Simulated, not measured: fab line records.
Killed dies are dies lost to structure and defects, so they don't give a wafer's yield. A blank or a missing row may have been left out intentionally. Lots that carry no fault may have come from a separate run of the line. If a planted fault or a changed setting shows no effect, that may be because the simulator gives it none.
Chamber matching + flow n5Finfet + N5_BEOL_M3_VIA_ETCH_34 on rieDiel-01: 4 sister chambers
The step etches the open film in C4F6/O2, target depth 69.4 nm, time 65.9 s. 8 wafers are shown with their chamber, then 11 later ones without.

## WAFERS, EACH WITH ITS CHAMBER
| wafer  | chamber | showerheadPlenumPTorr (Torr) | throttleValvePct (%) |
|--------|---------|------------------------------|----------------------|
| L076.6 | 1       | 3.01                         | 30.49                |
| L079.5 | 0       | 2.95                         | 30.62                |
| L084.2 | 2       | 2.92                         | 30.81                |
| L084.4 | 0       | 2.94                         | 30.63                |
| L084.6 | 2       | 2.92                         | 30.82                |
| L091.1 | 1       | 2.99                         | 30.52                |
| L091.4 | 3       | 2.75                         | 30.51                |
| L092.2 | 3       | 2.75                         | 30.51                |

## WAFERS WITH NO CHAMBER GIVEN
| wafer  | showerheadPlenumPTorr (Torr) | throttleValvePct (%) |
|--------|------------------------------|----------------------|
| L092.4 | 2.94                         | 30.65                |
| L092.5 | 2.99                         | 30.52                |
| L094.1 | 2.75                         | 30.51                |
| L094.2 | 2.94                         | 30.66                |
| L094.3 | 2.99                         | 30.53                |
| L096.3 | 2.93                         | 30.68                |
| L096.4 | 2.99                         | 30.52                |
| L096.5 | 2.93                         | 30.65                |
| L097.4 | 2.93                         | 30.69                |
| L097.5 | 2.93                         | 30.68                |
| L097.6 | 2.98                         | 30.54                |

## CHAMBER TAKEN BY EACH
| wafer  | from the rows above | in truth |
|--------|---------------------|----------|
| L092.4 | 0                   | 0        |
| L092.5 | 1                   | 1        |
| L094.1 | 3                   | 3        |
| L094.2 | 0                   | 0        |
| L094.3 | 1                   | 1        |
| L096.3 | 0                   | 0        |
| L096.4 | 1                   | 1        |
| L096.5 | 0                   | 0        |
| L097.4 | 0                   | 0        |
| L097.5 | 0                   | 0        |
| L097.6 | 1                   | 1        |
Correct placement for 11 of the 11. Number that these rows cannot place: 0. Placed wrongly: 0.
How it was worked out, from the rows above alone: a wafer's distance from a chamber is the root of the sum, over the readings, of the square of ((its reading less the chamber's mean) divided by the reading's scatter). If the next closest chamber is less than 2 further off than the closest, the wafer can't be placed; otherwise it belongs to the closest. The mean given for a chamber averages the wafers shown for that chamber. The scatter: the root of (the sum of the squares of (reading less its chamber's mean) over the shown wafers, divided by (wafers less chambers)).
